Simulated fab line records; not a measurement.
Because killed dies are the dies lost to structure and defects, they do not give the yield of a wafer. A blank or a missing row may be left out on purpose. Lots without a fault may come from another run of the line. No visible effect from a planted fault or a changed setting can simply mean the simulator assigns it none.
A struck lot beside a sound one	flow nand harc	13 steps out of a route of 1302
Sound: these wafers, L966.3, L966.4, L966.5. Struck: wafers L981.1, L981.2, L981.4. The cause comes at the end.
Per side, at each step with rows, come the tool, then ch with its chambers, and then its first start. Under that, the readings that differ: sound wafers	struck wafers	difference of the means	sigmas: that difference in standard deviations of wafers without a fault.
alike: words and numbers the same on both sides, and readings whose means are apart by under 2 such deviations; not compared: readings that were withheld, readings missing a value for some wafer, numbers with overlapping values and no deviation given by the record, and bounds like >300 which may hide the same value.
Wherever a step has rows on one side only, a row that says differs or no value, or a row with sigmas, the two part there. When numbers do not overlap yet have no deviation, they are printed without sigmas and do not part them. Lack of a reading on every wafer of one side parts them only where that side has two or more wafers.

first, 4 steps without rows for these wafers: NHARC_A_STAIRCASE_PEB_07 (peb time 130 s); NHARC_A_STAIRCASE_DEVELOP_08 (time 140 s); NHARC_A_STAIRCASE_HARDBAKE_10 (time 140 s); NHARC_A_STAIRCASE_DESCUM_11 (chemistry O2, time 3 s).
NHARC_A_STAIRCASE_TRIM_12: chemistry O2, time 211.2 s.
  sound on rie diel-12 ch 0,1,2, day 16 18:28; struck on rie diel-03 ch 0,3, day 22 21:32
  alike: drypump motor current A, oes product au, rf vpp V, showerhead plenum p Torr, throttle valve pct
  not compared: rf hours counter h
NHARC_A_STAIRCASE_ETCH_13: etches the open film in C4F8/O2, target depth 100 nm, time 40.5 s.
  sound: rie diel-12 ch 0,1,3; struck: rie diel-03 ch 2,3
  alike: bias w, chamber pressure mTorr, oes product au, rf vpp V
  not compared: rf hours counter h
then, 1 step without rows for these wafers: NHARC_A_STAIRCASE_TRIM_14 (chemistry O2, time 211.2 s).
NHARC_A_STAIRCASE_ETCH_15: etches the open film in C4F8/O2, target depth 100 nm, time 40.5 s.
  sound: rie diel-12 ch 1,2,3; struck: rie diel-03 ch 0,3
  alike: bias w, chamber pressure mTorr, oes product au, rf vpp V
  not compared: rf hours counter h
NHARC_A_STAIRCASE_TRIM_16: chemistry O2, time 211.2 s.
  sound: rie diel-12 ch 0,1,2; struck: rie diel-03 ch 0,3
  alike: drypump motor current A, oes product au, rf vpp V, showerhead plenum p Torr, throttle valve pct
  not compared: rf hours counter h
then, 1 step without rows for these wafers: NHARC_A_STAIRCASE_ETCH_17 (etches the open film in C4F8/O2, target depth 100 nm, time 40.5 s).
NHARC_A_STAIRCASE_TRIM_18: chemistry O2, time 211.2 s.
  sound: rie diel-12 ch 1,2,3; struck: rie diel-03 ch 2,3
  alike: drypump motor current A, oes product au, rf vpp V, showerhead plenum p Torr, throttle valve pct
  not compared: rf hours counter h
NHARC_A_STAIRCASE_ETCH_19: etches the open film in C4F8/O2, target depth 100 nm, time 40.5 s.
  sound on rie diel-12 ch 0,2,3, day 16 19:19; struck on rie diel-03 ch 2,3, day 23 00:01
  no value came back on the struck wafers for bias w (W), chamber pressure mTorr (mTorr), oes product au (a.u.), rf vpp V (V); on the sound wafers bias w (W) reads 1000 998 999
  not compared: rf hours counter h
-- the record jumps here: 8 days lie between the struck wafers' starts before and after (it left off in module A_STAIRCASE and takes up again in module END, whose first step shown is number 1302 of the route) --
NHARC_END_SORT_01:
  sound on prober-01 ch 0, day 25 09:05; struck on prober-02 ch 0, day 31 11:17
reading	sound	struck	difference	sigmas
hold	- - -	await dispo/1.4h/scrap await dispo/1.4h/scrap await dispo/1.4h/scrap	no value on the sound wafers	
killed at array	40 38 43	674 677 675	+635	+37
killed dies	44 42 51	677 677 677	+631	+35
  alike: killed at other, killed at periphery, killed open, killed short

WHERE THEY PART
Last at NHARC_END_SORT_01 as far as this record goes, first at NHARC_A_STAIRCASE_ETCH_19.

WHY: what the simulator had put in
Entire step skipped (rie diel-03, NHARC_A_STAIRCASE_ETCH_19), from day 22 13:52 onward. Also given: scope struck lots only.
